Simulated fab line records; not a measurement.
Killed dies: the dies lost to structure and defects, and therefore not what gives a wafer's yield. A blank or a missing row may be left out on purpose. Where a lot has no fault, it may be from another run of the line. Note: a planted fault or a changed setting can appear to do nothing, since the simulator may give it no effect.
Chamber matching    flow n5Finfet    rieDiel-02 running N5_BEOL_M6_STRIP_67: 4 sister chambers
The step strips in CF4. 8 wafers are shown with their chamber, then 7 later ones without.

## WAFERS, EACH WITH ITS CHAMBER
wafer   chamber  showerheadPlenumPTorr (Torr)  drypumpMotorCurrentA (A)
L082.4  0        1.70                          5.9
L082.5  1        1.72                          5.0
L082.6  0        1.70                          5.9
L085.1  1        1.72                          5.0
L085.5  2        1.85                          6.2
L085.6  3        1.71                          6.1
L088.2  2        1.84                          6.1
L088.3  3        1.71                          6.1

## WAFERS WHOSE CHAMBER IS MISSING
wafer   showerheadPlenumPTorr (Torr)  drypumpMotorCurrentA (A)
L088.5  1.69                          5.9
L090.3  1.71                          6.1
L090.5  1.71                          6.1
L090.6  1.84                          6.1
L092.2  1.69                          5.9
L092.3  1.71                          6.1
L092.5  1.71                          5.0

## EACH ONE'S CHAMBER
wafer   from the rows above  in truth
L088.5  0                    0
L090.3  3                    3
L090.5  3                    3
L090.6  2                    2
L092.2  0                    0
L092.3  3                    3
L092.5  1                    1
Correct placement for 7 of the 7. From these rows, 0 cannot be placed. Wrongly placed: 0.
How it was worked out, from the rows above alone: a wafer's distance from a chamber is the root of the sum, over the readings, of the square of ((its reading less the chamber's mean) divided by the reading's scatter). If the next closest chamber is less than 2 further off than the closest, the wafer can't be placed; otherwise it belongs to the closest. Each chamber's mean is taken over the wafers shown for it. How the scatter is found: for the shown wafers, subtract from each reading the mean of its chamber, square and add these, divide the total by (wafers less chambers), then take the root.
